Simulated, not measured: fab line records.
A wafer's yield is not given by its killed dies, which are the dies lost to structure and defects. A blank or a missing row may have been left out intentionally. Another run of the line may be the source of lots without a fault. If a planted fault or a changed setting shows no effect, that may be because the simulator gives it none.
Problem report, 8D (eight disciplines) form, completed by code :: flow n5-finfet :: the parts of the form that need people (team, actions taken, sign-off) are left out

1. PROBLEM STATEMENT
Mean of run-length-s at N5_BEOL_M4_CO_CAP_55: 168.5 s across 3 wafers in 3 lots; on wafers with no fault it is 125.2 s (standard deviation 0.34). So: +99 or more standard deviations from the usual mean.
The step: material Co, precursor CCTBA/H2, target thk 2 nm, time 102.1 s.
The first sign was on wafer L951.1 at day 11 13:28, on cvd-co-01. The record holds 30 wafers of 11 lots with a number at this step. Rule for "out" (also "out of limits"): further than 4 standard deviations from the usual mean. Any other wafer with a number is counted as sound.

2. WHAT IT IS, AND WHAT IT ISN'T
question: which readings at this step
is: run-length-s
is not: heater-power-w

question: which lots
is: L951, L953, L956
is not: L944, L945, L946, L949, L950, L954, L959, L966

question: which wafers of those lots
is: L951.1, L953.5, L956.1
is not: L951.2, L953.2, L956.4

question: read on which tools
is: cvd-co-01
is not: cvd-co-02

question: when
is: from day 11 13:28
is not: up to then (16 sound wafers); but 11 sound wafers of L953, L954, L956, L959, L966 came after

3. THE SUSPECTS, EACH WITH WHAT RULES IT OUT
Counting: if a tool at a process step up to the reading ran every lot that is out, it stays a suspect. Sound lots after the first of them don't rule it out here, since some wafers of a struck lot are sound.
- cvd-co-01 at N5_BEOL_M4_CO_CAP_55 (material Co, precursor CCTBA/H2, target thk 2 nm, time 102.1 s): kept. Every lot that is out went through it, the first being L951 (day 11 13:28); the last sound lot it ran before that was L950 (day 10 03:33). Its own run-length-s readings are out on those wafers.
After counting, what remains is cvd-co-01 at N5_BEOL_M4_CO_CAP_55.

4. THE CAUSE (what the simulator had put in)
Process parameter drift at N5_BEOL_M4_CO_CAP_55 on cvd-co-01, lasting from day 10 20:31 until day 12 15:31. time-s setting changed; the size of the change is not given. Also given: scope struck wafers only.
After counting, this tool was the only one left.

5. SEQUENCE OF EFFECTS, ordered by route
Rows list readings where the struck wafers' mean (over those with a number) sits beyond 3 standard deviations from the usual. Readings are gone through only where the record gives a usual standard deviation; hours: the median, over the lots, of the time from a lot's start at the first step in this table giving one to that lot's start at this step; sigmas: the change measured in usual standard deviations.
hours: 0
step: N5_BEOL_M4_CO_CAP_55
reading: run-length-s
usual: 125.2 s
on struck wafers: 168.5
change: +43.3
sigmas: +99 or more
The process steps in it:
- N5_BEOL_M4_CO_CAP_55: material Co, precursor CCTBA/H2, target thk 2 nm, time 102.1 s.
At these later measuring or inspecting steps, every struck wafer for which the step has a row has a number for every such reading, and none has moved that far: N5_BEOL_M4_RC_MEAS_101.

6. WHAT WOULD HAVE CAUGHT IT SOONER
In this record the first reading out of limits was taken at day 11 13:28, 17 hours after the fault began at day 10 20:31.
